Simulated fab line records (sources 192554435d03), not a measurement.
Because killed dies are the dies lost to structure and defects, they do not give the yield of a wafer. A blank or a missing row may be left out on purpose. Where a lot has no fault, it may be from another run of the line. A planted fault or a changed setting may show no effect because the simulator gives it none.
Lot-split experiment | flow n5Finfet | on a route of 1938 steps: 7 lots, 21 wafers read

## SPLIT DETAILS
At N5_BEOL_M15_TRENCH_ETCH_34 (etches SiO2 in C4F8/O2/Ar, target depth 872.93 nm, time 199 s), the setting timeS was moved away from the recipe's 199 s on 3 of the 21 wafers read, by -10.3% to +20.5%. For the rest of the wafers, this setting stayed at what the recipe calls for.

## FROM THE SPLIT TO THE READING: what the file shows between them, 9 steps
- N5_BEOL_M15_SPUTTER_43: material TaN, target thk 15 nm, time 24.19 s (also split here: powerW)
- N5_BEOL_M15_SPUTTER_44: material Ta, target thk 15 nm, time 24.19 s
- N5_BEOL_M15_SPUTTER_45: material Cu, target thk 100 nm, time 16.67 s
- N5_BEOL_M15_ECD_47: material Cu, target thk 1860 nm
- N5_BEOL_M15_ANNEAL_48: time 90 s
- N5_BEOL_M15_CMP_49: polishes, stops on SiO2, t overpolish 4.9 s, target thk 850 nm
- N5_BEOL_M15_THK_MEAS_50: measures by xrf
- N5_BEOL_M15_PRE_CLEAN_52: time 15 s
- N5_BEOL_M15_DEP_53: deposits SiCN from 3MS/NH3, target thk 50 nm, time 17.8 s

## THE READING
At N5_BEOL_M15_RS_MEAS_54, a four-point-probe measurement gives M15_RS in ohm/sq. Fault-free wafers of this fab line usually give 0.0216 ohm/sq, standard deviation 0.00033 ohm/sq.

wafer  | tool, chamber at the split | timeS as run, s | against the recipe | M15_RS, ohm/sq | against lot-mates on the recipe
L076.1 | rieDiel-05, 0              | 199             | recipe             | 0.0215         | -
L076.3 | rieDiel-05, 2              | 199             | recipe             | 0.0220         | -
L076.5 | rieDiel-05, 0              | 178.5           | -10.3%             | 0.0241         | +0.0024
L077.1 | rieDiel-04, 3              | 233.2           | +17.2%             | 0.0182         | -0.0032
L077.2 | rieDiel-04, 1              | 199             | recipe             | 0.0209         | -
L077.4 | rieDiel-04, 0              | 199             | recipe             | 0.0219         | -
L081.2 | rieDiel-05, 3              | 199             | recipe             | 0.0214         | -
L081.3 | rieDiel-05, 2              | 199             | recipe             | 0.0216         | -
L081.5 | rieDiel-05, 3              | 199             | recipe             | 0.0214         | -
L086.4 | rieDiel-05, 1              | 199             | recipe             | 0.0213         | -
L086.5 | rieDiel-05, 1              | 199             | recipe             | 0.0212         | -
L086.6 | rieDiel-05, 0              | 199             | recipe             | 0.0214         | -
L092.1 | rieDiel-04, 0              | 199             | recipe             | 0.0222         | -
L092.3 | rieDiel-04, 3              | 199             | recipe             | 0.0216         | -
L092.6 | rieDiel-04, 2              | 199             | recipe             | 0.0217         | -
L094.1 | rieDiel-04, 3              | 199             | recipe             | 0.0218         | -
L094.5 | rieDiel-04, 0              | 199             | recipe             | 0.0224         | -
L094.6 | rieDiel-04, 3              | 239.8           | +20.5%             | 0.0178         | -0.0043
L096.1 | rieDiel-03, 1              | 199             | recipe             | 0.0217         | -
L096.5 | rieDiel-03, 2              | 199             | recipe             | 0.0219         | -
L096.6 | rieDiel-03, 1              | 199             | recipe             | 0.0217         | -

THE FIT
A straight line over all 21 wafers: M15_RS changes by -0.0002 ohm/sq for each +1% of timeS; r = -0.96; the points scatter about the line by 0.00036 ohm/sq.
The same after taking each lot's own level away (the mean of its wafers on the recipe; 21 wafers): -0.000204 ohm/sq for each +1%; r = -0.98; scatter 0.00026 ohm/sq.
On that fit, the largest move of timeS shifts the reading by 0.0042 ohm/sq.
The lots' own levels span 0.02130 to 0.02210 ohm/sq, that is 2.4 times the standard deviation above.
Hence the lot-to-lot level has little effect on the slope; both slopes agree.
Check: -0.00403 ohm/sq against its lot-mates is what the line predicts for one of the wafers moved furthest among these (+20.5%) when that wafer is left out of the fit. Against them it came out at -0.0043 ohm/sq.

## THE OTHER SPLITS THESE WAFERS WENT THROUGH
These wafers also went through other splits before the reading. Each is held against what the fit with the lots' levels taken away leaves over:
other split on the same wafers | wafers away from the commonest value | r with M15_RS (lot level and that fit taken away)
N5_BEOL_M14_DEP_53 timeS       | 6                                    | +0.20
N5_BEOL_M15_SPUTTER_43 powerW  | 8                                    | -0.03

## THE WHOLE CHAIN: every reading that the file lists as answering this split, in the file's order
step                       | what it does                                                   | reading                                                                         | change (the file's fit)               | r (the file's)
N5_BEOL_M15_TRENCH_ETCH_34 | etches SiO2 in C4F8/O2/Ar, target depth 872.93 nm, time 199 s  | etch.depthNm (the simulator's own value, which no gauge read)                   | +9 nm for each +1% of the setting     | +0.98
N5_BEOL_M15_TRENCH_ETCH_34 | etches SiO2 in C4F8/O2/Ar, target depth 872.93 nm, time 199 s  | coat_of_BEOL_M15_COAT_22.thkNm (the simulator's own value, which no gauge read) | -1.81 nm for each +1% of the setting  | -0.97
N5_BEOL_M15_CMP_49         | polishes, stops on SiO2, t overpolish 4.9 s, target thk 850 nm | Cu_of_BEOL_M15_ECD_47.thkNm (the simulator's own value, which no gauge read)    | +8.99 nm for each +1% of the setting  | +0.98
N5_BEOL_M15_THK_MEAS_50    | measures by xrf                                                | M15_THK                                                                         | +8.93 for each +1% of the setting     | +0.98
N5_BEOL_M15_RS_MEAS_54     | measures by four-point-probe                                   | M15_RS                                                                          | -0.000203 for each +1% of the setting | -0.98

## FILE'S OWN FIT
M15_RS changes by -0.000203 ohm/sq for each +1% of timeS, r = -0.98.
